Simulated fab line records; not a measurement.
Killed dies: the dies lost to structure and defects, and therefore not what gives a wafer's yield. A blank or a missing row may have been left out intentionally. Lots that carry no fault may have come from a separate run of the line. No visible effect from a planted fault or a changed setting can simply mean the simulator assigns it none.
A struck lot beside a sound one -- flow nand-harc -- 39 steps out of a route of 1159
Sound: the wafers L392.2, L392.3, L392.5. Struck: wafers L404.2, L404.5 (left out: L404.6, a lot-mate that was not struck); the cause follows at the end.
For every step that has rows: the tool of each side, followed by ch and its chambers, followed by its first start. Under that, the readings that differ: sound wafers -- struck wafers -- difference of the means -- sigmas: that difference in standard deviations of wafers without a fault.
alike: readings whose means differ by less than 2 such deviations, and words and numbers that are the same on both sides. not compared: withheld readings, readings that some wafer has no value for, bounds like >300 that may hide the same value, and numbers for which the record gives no deviation and whose values overlap.
A row with sigmas, a row that says differs or no value, or rows on one side alone: a step with any of these is where the two part. Numbers that don't overlap but have no deviation are shown without sigmas and don't part them. A reading that every wafer of one side lacks parts them only if that side has two wafers or more.

first, 5 steps without rows for these wafers: NHARC_A_CONTACT_ETCH_76 (etches the open film in N2/H2, target depth 260 nm, time 475.3 s); NHARC_A_CONTACT_ETCH_77 (etches the open film in CF4/CHF3, target depth 72.6 nm, time 36.3 s); NHARC_A_CONTACT_ETCH_78 (etches the open film in O2/COS, target depth 2800 nm, time 728 s); NHARC_A_CONTACT_ETCH_124 (etches the open film in C4F8/O2/Ar, time 140 s, target depth 700 nm); NHARC_A_CONTACT_ETCH_125 (etches the open film in C4F8/O2/Ar, time 155 s, target depth 956 nm).
NHARC_A_CONTACT_ETCH_126: etches the open film in C4F8/O2/Ar, time 155 s, target depth 956 nm.
  sound on har-cap-etch-02 ch 0,1, day 17 13:03; struck on har-cap-etch-02 ch 0, day 20 20:37
  not compared: rf-hours-counter-h
then, 2 steps without rows for these wafers: NHARC_A_CONTACT_ETCH_127 (etches the open film in C4F8/O2/Ar, time 155 s, target depth 956 nm); NHARC_A_CONTACT_ETCH_128 (etches the open film in C4F8/O2/Ar, time 155 s, target depth 956 nm).
NHARC_A_CONTACT_ETCH_129: etches the open film in C4F8/O2/Ar, time 155 s, target depth 956 nm.
  sound on har-cap-etch-02 ch 0,1, day 17 13:28; struck on har-cap-etch-02 ch 0, day 20 21:02
  not compared: rf-hours-counter-h
then, 2 steps without rows for these wafers: NHARC_A_CONTACT_ETCH_130 (etches the open film in C4F8/O2/Ar, time 155 s, target depth 956 nm); NHARC_A_CONTACT_ETCH_131 (etches the open film in C4F8/O2/Ar, time 155 s, target depth 956 nm).
NHARC_A_CONTACT_ETCH_132: etches the open film in C4F8/O2/Ar, time 156 s, target depth 958 nm.
  sound on har-cap-etch-02 ch 0,1, day 17 13:54; struck on har-cap-etch-02 ch 0, day 20 21:28
  not compared: rf-hours-counter-h
NHARC_A_CONTACT_ETCH_133: etches the open film in C4F8/O2/Ar, time 195 s, target depth 840 nm.
  sound on har-cap-etch-02 ch 0,1, day 17 14:04; struck on har-cap-etch-02 ch 0, day 20 21:37
  not compared: rf-hours-counter-h
then, 1 step without rows for these wafers: NHARC_A_CONTACT_ETCH_91 (etches the open film in CH3F/O2, target depth 40 nm, time 85.7 s).
NHARC_A_CONTACT_ETCH_97: etches the open film in C4F6/O2, target depth 20 nm, time 10 s.
  sound on rie-diel-04 ch 0,2, day 17 14:45; struck on rie-diel-13 ch 0,3
  alike: drypump-motor-current-A, o2-flow-sccm, oes-product-au, rf-vpp-V, showerhead-plenum-p-Torr, throttle-valve-pct
  not compared: rf-hours-counter-h
NHARC_A_CONTACT_CD_MEAS_80:
  struck on cd-sem-03, day 20 22:24; sound on cd-sem-03, day 17 14:50
  alike: cd-nm
then, 4 steps without rows for these wafers: NHARC_A_CONTACT_STRIP_103 (strips in N2/H2); NHARC_A_CONTACT_STRIP_104 (strips in CF4/CHF3); NHARC_A_CONTACT_STRIP_105 (strips in O2/COS); NHARC_A_CONTACT_ETCH_106 (etches the open film in CF4/O2, target depth 60 nm, overetch 6 nm, time 33 s).
NHARC_A_CONTACT_STRIP_82: strips in O2.
  sound: rie-diel-04 ch 0,1; struck: rie-diel-13 ch 2,3
  alike: drypump-motor-current-A, o2-flow-sccm, oes-product-au, rf-vpp-V, showerhead-plenum-p-Torr, throttle-valve-pct
  not compared: rf-hours-counter-h
then, 13 steps without rows for these wafers: NHARC_A_CONTACT_STRIP_83 (strips in post etch residue remover, time 600 s); NHARC_A_CONTACT_DEP_84 (deposits aC, target thk 2000 nm); NHARC_A_CONTACT_DEP_85 (deposits SiON, target thk 50 nm); NHARC_A_CONTACT_DEHYDRATE_00 (time 120 s); NHARC_A_CONTACT_HMDS_01 (time 30 s); NHARC_A_CONTACT_COAT_86 (time 75 s); NHARC_A_CONTACT_COAT_87 (time 65 s); NHARC_A_CONTACT_COAT_02 (resist thk 90 nm); NHARC_A_CONTACT_SOFTBAKE_03 (time 55 s); NHARC_A_CONTACT_EBR_04; NHARC_A_CONTACT_EXPOSE_05 (exposes mask A CC); NHARC_A_CONTACT_PEB_06 (peb time 65 s); NHARC_A_CONTACT_DEVELOP_07 (develop time 35 s).
NHARC_A_CONTACT_CD_MEAS_08: target cd 100 nm.
  sound on cd-sem-01 ch 0, day 17 17:52; struck on cd-sem-01 ch 0, day 21 02:28
  alike: cd-nm
NHARC_A_CONTACT_OVL_MEAS_09:
  struck on overlay-02, day 21 02:34; sound on overlay-02, day 17 17:57
  alike: overlay-x-nm, overlay-y-nm
NHARC_A_CONTACT_DESCUM_13: chemistry O2, time 3 s.
  sound on rie-diel-04 ch 0,1,2, day 17 18:04; struck on rie-diel-13 ch 2,3, day 21 08:57
reading,sound,struck,difference,sigmas
hold,- - -,await-dispo/6.1h/release await-dispo/6.1h/release,no value on the sound wafers,
  alike: drypump-motor-current-A, o2-flow-sccm, oes-product-au, rf-vpp-V, showerhead-plenum-p-Torr, throttle-valve-pct
  not compared: rf-hours-counter-h
then, 1 step without rows for these wafers: NHARC_A_CONTACT_ETCH_88 (etches the open film in CF4, target depth 39 nm, time 65 s).
-- record jumps: 4 days between struck wafers' starts before vs after; left off in module A_CONTACT, resumes in module END, first step shown is number 1159 of the route --
NHARC_END_SORT_01:
  at this point the record logs the struck wafers (prober-02 ch 0, day 25 08:21) and has no rows for the sound ones

WHERE THEY PART
At NHARC_A_CONTACT_DESCUM_13 first; at NHARC_END_SORT_01 last (within this record only).

WHY: what had been put in by the simulator
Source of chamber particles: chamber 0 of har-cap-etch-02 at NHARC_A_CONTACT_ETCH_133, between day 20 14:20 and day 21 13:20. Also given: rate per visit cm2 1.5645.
